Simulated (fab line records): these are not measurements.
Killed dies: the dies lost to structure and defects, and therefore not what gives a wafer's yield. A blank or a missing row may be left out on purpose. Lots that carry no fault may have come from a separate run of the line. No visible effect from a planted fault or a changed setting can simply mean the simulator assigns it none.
The tool behind it: which one? -- flow nand_harc -- 36 wafers sampled from 12 lots at 1 step of a route of 1302

== WHAT THE GAUGES SHOWED, per wafer ==
NHARC_P_M1_INSPECT_27.
lot,measured,on,raw_defect_count
L074,day 6 22:02,defect_inspect-01,293 394 308
L077,day 8 00:10,defect_inspect-02,136 140 272
L079,day 8 13:29,defect_inspect-02,416 312 457
L081,day 9 04:08,defect_inspect-01,142 311 292
L083,day 10 03:37,defect_inspect-01,184 240 241
L085,day 10 22:31,defect_inspect-01,133 200 220
L087,day 12 08:38,defect_inspect-01,278 229 227
L088,day 12 11:25,defect_inspect-01,500 601 421
L091,day 13 08:55,defect_inspect-02,184 163 291
L093,day 14 03:50,defect_inspect-02,354 525 614
L095,day 15 03:09,defect_inspect-01,299 399 499
L097,day 15 22:51,defect_inspect-02,345 194 450

== EACH LOT AND THE TOOL THAT RAN IT (in order: tool; ch and the chambers of the sampled wafers; start) ==
The record shows no process step preceding these readings.

== THE ANSWER, worked out from the rows above alone ==
Rule: usual is defined by the lots themselves. The widest of any qualifying gaps counts: lots, ordered by their means at a reading, are off when they make up no more than a third of the lots, leave a main group of 4 or more, and stand apart from it by 3 or more times the standard deviation of that group's means. A main group whose means are all the same, to the digits that the tables above print for the reading, isn't used. Also off: a lot with no number at a reading for which 4 or more lots have one. The other lots that the step has rows for count as sound.
Nothing can be told from this: no lot is off at any reading shown.

== WHAT WAS PUT IN BY THE SIMULATOR ==
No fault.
